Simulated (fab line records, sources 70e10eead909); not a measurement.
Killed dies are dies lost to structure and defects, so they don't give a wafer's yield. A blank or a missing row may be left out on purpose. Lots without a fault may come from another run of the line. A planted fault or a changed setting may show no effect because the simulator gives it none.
Which tool did it? | flow nand_harc | 24 lots, 72 wafers sampled, at 3 steps of a route of 1302

WHAT THE GAUGES READ, wafer by wafer
NHARC_P_CONTACT_OVL_MEAS_13. Usual: overlay_x_nm 0.1 nm, standard deviation 0.83; overlay_y_nm -0.4 nm, standard deviation 0.76.
lot  | measured     | on         | overlay_x_nm (nm) | overlay_y_nm (nm) | flag
L074 | day 5 17:57  | overlay-02 | 0.3 0.1 0.4       | -0.6 -0.8 -0.1    |
L075 | day 6 08:33  | overlay-02 | 1.2 1.6 1.8       | 1.8 2.0 1.4       |
L077 | day 6 23:22  | overlay-02 | -0.5 0.3 -0.1     | -1.2 -0.8 -0.9    |
L076 | day 7 00:15  | overlay-01 | 0.2 0.5 0.3       | -1.1 -0.7 -0.3    |
L078 | day 8 01:34  | overlay-02 | 1.0 0.6 1.2       | -0.4 -0.7 -0.5    |
L079 | day 8 02:28  | overlay-02 | -0.6 0.0 0.3      | -0.6 -1.0 -0.9    |
L080 | day 8 11:48  | overlay-01 | 0.3 0.1 0.8       | 0.4 0.8 1.0       |
L081 | day 8 18:16  | overlay-02 | 0.7 0.2 0.5       | 0.1 0.7 0.4       |
L083 | day 9 11:32  | overlay-02 | -1.1 -0.7 -0.8    | 0.0 0.0 0.0       |
L082 | day 9 12:38  | overlay-01 | 0.3 0.3 0.1       | -0.3 -1.0 -0.7    |
L084 | day 10 09:35 | overlay-01 | -0.5 -0.5 -1.1    | -0.2 -1.0 -1.1    |
L085 | day 10 13:47 | overlay-01 | 0.7 0.8 1.2       | -1.6 -0.6 -1.1    |
L086 | day 11 21:55 | overlay-02 | 1.8 0.9 0.9       | 0.1 -0.2 -0.8     |
L089 | day 11 22:44 | overlay-01 | 0.7 0.9 0.4       | 0.2 0.1 0.2       |
L088 | day 11 23:13 | overlay-01 | -1.6 -1.9 -1.2    | -1.5 -1.7 -1.1    |
L087 | day 12 04:13 | overlay-02 | -0.7 -0.2 -0.7    | -0.6 -0.7 -1.1    |
L090 | day 12 23:44 | overlay-01 | 0.0 -0.2 -0.2     | -1.0 -0.5 -0.4    |
L091 | day 13 01:44 | overlay-02 | -0.8 -0.7 -0.8    | -1.1 -0.7 -0.6    |
L092 | day 13 14:59 | overlay-02 | -0.1 0.1 -0.6     | -0.6 -0.8 -1.1    |
L093 | day 14 02:56 | overlay-02 | -0.6 -0.7 -1.1    | -1.3 -0.8 -1.1    |
L094 | day 14 13:53 | overlay-02 | 1.0 0.5 0.5       | -1.3 -1.2 -1.2    |
L096 | day 14 21:43 | overlay-02 | 1.0 1.5 0.8       | -0.7 -0.8 -0.6    |
L095 | day 14 22:20 | overlay-02 | -1.0 -0.5 -1.3    | 1.2 0.7 0.6       |
L097 | day 15 09:57 | overlay-02 | 1.3 1.4 0.8       | -0.2 -0.7 -0.1    |

NHARC_P_CONTACT_INSPECT_14. Usual: raw_defect_count 3.8, standard deviation 2.4.
lot  | measured     | on                | raw_defect_count | flag
L074 | day 5 17:59  | defect_inspect-02 | 2 1 5            |
L075 | day 6 08:35  | defect_inspect-02 | 6 6 2            |
L077 | day 6 23:25  | defect_inspect-01 | 3 1 3            |
L076 | day 7 00:17  | defect_inspect-01 | 8 6 7            |
L078 | day 8 01:36  | defect_inspect-01 | 9 3 7            |
L079 | day 8 02:29  | defect_inspect-02 | 1 6 6            |
L080 | day 8 11:50  | defect_inspect-02 | 5 4 3            |
L081 | day 8 18:18  | defect_inspect-02 | 6 9 4            |
L083 | day 9 11:34  | defect_inspect-01 | 1 5 4            |
L082 | day 9 12:40  | defect_inspect-01 | 4 3 2            |
L084 | day 10 09:37 | defect_inspect-02 | 0 1 1            |
L085 | day 10 13:49 | defect_inspect-02 | 4 2 4            |
L086 | day 11 21:56 | defect_inspect-01 | 3 7 7            |
L089 | day 11 22:46 | defect_inspect-01 | 6 3 7            |
L088 | day 11 23:15 | defect_inspect-01 | 3 1 5            |
L087 | day 12 04:15 | defect_inspect-02 | 2 6 1            |
L090 | day 12 23:47 | defect_inspect-01 | 6 1 4            |
L091 | day 13 01:46 | defect_inspect-02 | 1 9 3            |
L092 | day 13 15:01 | defect_inspect-01 | 4 3 2            |
L093 | day 14 02:58 | defect_inspect-01 | 3 1 7            |
L094 | day 14 13:55 | defect_inspect-01 | 0 6 4            |
L096 | day 14 21:46 | defect_inspect-02 | 3 1 3            |
L095 | day 14 22:23 | defect_inspect-02 | 5 1 5            |
L097 | day 15 09:59 | defect_inspect-02 | 6 5 2            |

WHICH TOOL RAN EACH LOT (tool, then ch and the chambers of the sampled wafers, then the start)
lot  | NHARC_P_CONTACT_CMP_01
L074 | cmp-02 ch 0,1,2, day 5 17:10
L075 | cmp-03 ch 0,1,3, day 6 07:41
L077 | cmp-02 ch 1,2, day 6 22:28
L076 | cmp-04 ch 0,1,3, day 6 23:20
L078 | cmp-02 ch 0,1,3, day 8 00:49
L079 | cmp-04 ch 1,2,3, day 8 01:32
L080 | cmp-03 ch 0,1,2, day 8 11:02
L081 | cmp-02 ch 0,2, day 8 17:21
L083 | cmp-02 ch 0,2,3, day 9 10:46
L082 | cmp-04 ch 0,1,2, day 9 11:53
L084 | cmp-03 ch 1,2,3, day 10 08:41
L085 | cmp-02 ch 0,1,3, day 10 12:52
L086 | cmp-04 ch 0,1,3, day 11 21:07
L089 | cmp-02 ch 0,3, day 11 21:50
L088 | cmp-04 ch 1,2,3, day 11 22:18
L087 | cmp-03 ch 0,2,3, day 12 03:18
L090 | cmp-03 ch 0,1, day 12 22:50
L091 | cmp-02 ch 2,3, day 13 00:50
L092 | cmp-04 ch 0,1,2, day 13 14:08
L093 | cmp-02 ch 0,2,3, day 14 02:01
L094 | cmp-03 ch 0,1,3, day 14 12:59
L096 | cmp-04 ch 2,3, day 14 20:48
L095 | cmp-04 ch 2,3, day 14 21:35
L097 | cmp-04 ch 0,3, day 15 09:04
- NHARC_P_CONTACT_CMP_01: polishes SiO2, target thk 200 nm.

WHAT THE TOOLS THEMSELVES READ (means of the sampled wafers that have a number; where no wafer has one, the mark that the record gives instead)
NHARC_P_CONTACT_CMP_01. Usual: motor_current_A 12.5 A, standard deviation 1.2; slurry_flow_ml_min 150.0, standard deviation 0.47.
lot  | tool   | motor_current_A (A) | slurry_flow_ml_min | flag
L074 | cmp-02 | 11.9                | 150.0              |
L075 | cmp-03 | 11.7                | 150.0              |
L077 | cmp-02 | 12.4                | 150.2              |
L076 | cmp-04 | 14.0                | 150.1              |
L078 | cmp-02 | 11.5                | 150.3              |
L079 | cmp-04 | 12.9                | 150.4              |
L080 | cmp-03 | 11.6                | 150.1              |
L081 | cmp-02 | 12.2                | 150.1              |
L083 | cmp-02 | 12.1                | 150.2              |
L082 | cmp-04 | 13.4                | 150.3              |
L084 | cmp-03 | 12.3                | 150.0              |
L085 | cmp-02 | 11.6                | 149.9              |
L086 | cmp-04 | 13.9                | 150.0              |
L089 | cmp-02 | 11.5                | 150.2              |
L088 | cmp-04 | 13.2                | 150.1              |
L087 | cmp-03 | 12.0                | 150.1              |
L090 | cmp-03 | 10.9                | 149.8              |
L091 | cmp-02 | 11.9                | 150.1              |
L092 | cmp-04 | 13.6                | 150.3              |
L093 | cmp-02 | 11.4                | 149.9              |
L094 | cmp-03 | 11.5                | 150.3              |
L096 | cmp-04 | 13.3                | 149.4              |
L095 | cmp-04 | 13.2                | 149.8              |
L097 | cmp-04 | 14.6                | 150.0              |

THE ANSWER, worked out from the rows above alone
Rule: a lot is off if the mean of its wafers that have a number lies more than 3 standard deviations from the usual mean. A lot without any number at a reading at which 4 lots or more have one is off too. The other lots that the step has rows for count as sound. The gauges are gone through in route order, then the tools' own readings, and for those a lot's mean is taken as printed above. The first step at which some lot is off is used, and at that step the reading that is off furthest; a lot without a number counts as furthest.
No lot is off at any reading shown: from this, nothing can be told.

WHAT THE SIMULATOR HAD PUT IN
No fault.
